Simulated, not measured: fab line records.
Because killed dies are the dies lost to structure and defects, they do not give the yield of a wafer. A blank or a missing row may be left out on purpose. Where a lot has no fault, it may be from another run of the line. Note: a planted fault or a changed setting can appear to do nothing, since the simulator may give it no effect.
Comparing a struck lot with a sound one -- flow n5 finfet -- 16 out of 1938 route steps
Sound: these wafers, L916.3, L916.4, L916.6. Struck: wafers L924.2, L924.3. (L924.6 of the same lot was not struck and is left out.) The cause comes at the end.
Each step with rows lists, per side, the tool, then ch with its chambers, then its first start. Under that, the readings that differ: sound wafers -- struck wafers -- difference of the means -- sigmas: that difference in standard deviations of wafers without a fault.
alike: a reading whose means differ by less than 2 such deviations, as well as words and numbers matching on both sides. not compared: withheld readings; readings where some wafer has no value; bounds like >300 that might hide an equal value; numbers whose values overlap and for which the record gives no deviation.
A row with sigmas, a row that says differs or no value, or rows on one side alone: a step with any of these is where the two part. Numbers that don't overlap but have no deviation are shown without sigmas and don't part them. A reading that every wafer of one side lacks parts them only if that side has two wafers or more.

N5_BEOL_M10_HM_DEP_02: deposits TiN, target thk 20 nm.
  sound on pvd sputter-03, day 12 11:43; struck on pvd sputter-01, day 15 10:31
  alike: throttle valve pct
then, 8 steps without rows for these wafers: N5_BEOL_M10_COAT_59 (time 60 s, resist thk 100 nm); N5_BEOL_M10_COAT_60 (time 60 s, resist thk 30 nm); N5_BEOL_M10_COAT_05 (resist thk 90 nm); N5_BEOL_M10_EBR_07; N5_BEOL_M10_SOFTBAKE_06 (time 60 s); N5_BEOL_M10_EXPOSE_08 (exposes mask M10); N5_BEOL_M10_PEB_09 (peb time 60 s); N5_BEOL_M10_DEVELOP_10 (develop time 30 s).
N5_BEOL_M10_CD_MEAS_11 targets a cd of 64.1 nm.
  sound on cd sem-03 ch 0, day 12 12:05; struck on cd sem-02 ch 0, day 15 11:01
  alike: cd nm
N5_BEOL_M10_OVL_MEAS_12:
  sound on overlay-01 ch 0, day 12 12:07; struck on overlay-01 ch 0, day 15 11:02
  alike: M10_OVL
N5_BEOL_M10_INSPECT_13: inspects for defects (brightfield).
  sound on defect inspect-02, day 12 12:09; struck on defect inspect-02, day 15 11:04
  alike: raw defect count
N5_BEOL_M10_DESCUM_16: chemistry O2, time 7.9 s.
  sound on rie diel-01 ch 1,2,3, day 12 12:11; struck on rie diel-01 ch 1,3, day 15 11:13
reading,sound,struck,difference,sigmas
model.CAR-ArF_of_BEOL_M10_COAT_05.thk nm (nm),83.8 83.8 84,85.4 84.8,+1.2,
  alike: drypump motor current A, oes product au, rf vpp V, showerhead plenum p Torr, throttle valve pct
  not compared: rf hours counter h
N5_BEOL_M10_ETCH_61: etches SiARC in CF4, target depth 39 nm, time 65 s.
  sound on rie diel-01 ch 1,2,3, day 12 12:13; struck on rie diel-01 ch 1,3, day 15 11:15
reading,sound,struck,difference,sigmas
model.CAR-ArF_of_BEOL_M10_COAT_05.thk nm (nm),56 55.8 56,57.4 56.8,+1.2,
  alike: drypump motor current A, etch rf on time s, oes product au, rf vpp V, showerhead plenum p Torr, throttle valve pct
  not compared: rf hours counter h
N5_BEOL_M10_ETCH_62: etches SOC in N2/H2, target depth 110 nm, overetch 22 nm, time 165 s.
  sound on rie diel-01 ch 1,2,3, day 12 12:16; struck on rie diel-01 ch 1,3, day 15 11:18
  alike: drypump motor current A, oes product au, rf vpp V, showerhead plenum p Torr, throttle valve pct
  not compared: rf hours counter h
following that, these wafers have no rows for 1 step: N5_PASSIVATION_PROBE_49.

== WHERE THEY PART ==
Nowhere in this record.

WHY: what the simulator had put in
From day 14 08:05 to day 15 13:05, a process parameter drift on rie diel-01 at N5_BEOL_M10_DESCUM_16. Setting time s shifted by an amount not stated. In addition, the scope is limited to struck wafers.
